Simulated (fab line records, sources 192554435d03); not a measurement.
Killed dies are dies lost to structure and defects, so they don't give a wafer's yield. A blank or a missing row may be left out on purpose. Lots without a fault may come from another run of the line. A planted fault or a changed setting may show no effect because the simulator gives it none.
Chamber matching | flow n5_finfet | N5_BEOL_M2_ETCH_63 on rie_diel-04: 4 sister chambers
The step etches SiARC in CF4, target depth 15.6 nm, time 26 s. 4 wafers are shown with their chamber, then 11 later ones without.

WAFERS WITH THEIR CHAMBER
wafer  | chamber | showerhead_plenum_p_Torr (Torr)
L082.2 | 3       | 2.05
L091.1 | 2       | 2.27
L091.6 | 0       | 2.11
L093.1 | 1       | 2.11

WAFERS WITHOUT THEIR CHAMBER
wafer  | showerhead_plenum_p_Torr (Torr)
L093.2 | 2.27
L093.4 | 2.04
L096.1 | 2.11
L096.2 | 2.26
L096.3 | 2.03
L096.4 | 2.03
L096.5 | 2.11
L096.6 | 2.26
L097.3 | 2.11
L097.4 | 2.26
L097.5 | 2.11

WHICH CHAMBER EACH WENT THROUGH
wafer  | from the rows above     | in truth
L093.2 | 2                       | 2
L093.4 | 3                       | 3
L096.1 | can't be placed: 0 or 1 | 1
L096.2 | 2                       | 2
L096.3 | 3                       | 3
L096.4 | 3                       | 3
L096.5 | can't be placed: 0 or 1 | 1
L096.6 | 2                       | 2
L097.3 | can't be placed: 0 or 1 | 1
L097.4 | 2                       | 2
L097.5 | can't be placed: 0 or 1 | 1
Placed correctly: 7 of 11. Can't be placed from these rows: 4 (the true chamber is among the candidates in 4). Placed wrongly: 0.
How it was worked out, from the rows above alone: a wafer's distance from a chamber is the root of the sum, over the readings, of the square of ((its reading less the chamber's mean) divided by the reading's scatter). The wafer belongs to the nearest chamber; if the next one is less than 2 further off, it can't be placed. A chamber's mean is the mean of its shown wafers. The scatter: with one shown wafer a chamber, the root of the mean of the squares of how far each hidden wafer lies from its nearest shown one.
